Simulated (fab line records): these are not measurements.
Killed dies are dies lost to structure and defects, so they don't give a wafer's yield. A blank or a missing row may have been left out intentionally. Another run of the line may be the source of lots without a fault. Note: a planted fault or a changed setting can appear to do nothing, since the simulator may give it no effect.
Struck lot and sound lot, side by side :: flow nand harc :: 13 steps out of a route of 1302
Sound: these wafers, L708.3, L708.4, L708.5. Wafers struck: L714.4, L714.5, L714.6. The cause is given at the end.
Order at every step that has rows: each side's tool, ch and its chambers, its first start. Under that, the readings that differ: sound wafers :: struck wafers :: difference of the means :: sigmas: that difference in standard deviations of wafers without a fault.
alike: readings with means less than 2 such deviations apart, plus words and numbers identical on both sides. not compared: withheld readings, readings lacking a value on some wafer, bounds such as >300 that could conceal the same value, and numbers that have no deviation in the record and whose values overlap.
Wherever a step has rows on one side only, a row that says differs or no value, or a row with sigmas, the two part there. When numbers do not overlap yet have no deviation, they are printed without sigmas and do not part them. Lack of a reading on every wafer of one side parts them only where that side has two or more wafers.

NHARC_A_M0_DEGAS_28: time 60 s.
  sound on pvd sputter-01 at day 27 20:41; struck on pvd sputter-01 at day 30 10:03
  alike: heater power w
NHARC_A_M0_PRE_CLEAN_29: time 30 s.
  sound on pvd sputter-01; struck on pvd sputter-01
  alike: heater power w
NHARC_A_M0_PVD_20: deposits TaN, target thk 5 nm, time 8.06 s.
  sound on pvd sputter-01; struck on pvd sputter-01
  alike: bias v, cathode dc power W, throttle valve pct
then, 3 steps without rows for these wafers: NHARC_A_M0_PVD_21 (deposits Cu, target thk 30 nm, time 20.49 s); NHARC_A_M0_ECD_22 (material Cu, target thk 400 nm); NHARC_A_M0_ANNEAL_30 (time 90 s).
NHARC_A_M0_CMP_23: polishes, t overpolish 20 s, target thk 113.75 nm.
  sound on cmp-04 ch 1,3, day 27 21:48; struck on cmp-02 ch 2,3, day 30 11:08
  alike: motor current A, time to endpoint s
NHARC_A_M0_THK_MEAS_24: measures by xrf.
  sound on film metro-02 at day 27 22:05; struck on film metro-01 at day 30 11:26
  alike: thk nm
next, for these wafers, 1 step has no rows: NHARC_A_M0_SRD_25.
NHARC_A_M0_INSPECT_27:
  sound on defect inspect-02 at day 27 22:15; struck on defect inspect-01 at day 30 11:35
  alike: raw defect count
NHARC_A_M0_PRE_CLEAN_31: time 12 s.
  sound on pecvd-03 ch 0,2, day 27 22:38; struck on pecvd-04 ch 0,1,2, day 30 11:42
  alike: heater power w, rf fwd power W
NHARC_A_M0_DEP_32: deposits SiCN, target thk 30 nm.
  sound on pecvd-03 ch 0,2, day 27 22:43; struck on pecvd-04 ch 0,1,2, day 30 11:52
  no value came back on the struck wafers for chamber pressure Torr (Torr), heater power outer w (W), heater power w (W), rf fwd power W (W); on the sound wafers chamber pressure Torr (Torr) reads 2.998 2.988 3.000
then, 1 step without rows for these wafers: NHARC_A_M1_DEP_00 (deposits SiOC, target thk 182.5 nm).

== WHERE THEY PART ==
Within this record, at NHARC_A_M0_DEP_32 only.

WHY: what the simulator had put in
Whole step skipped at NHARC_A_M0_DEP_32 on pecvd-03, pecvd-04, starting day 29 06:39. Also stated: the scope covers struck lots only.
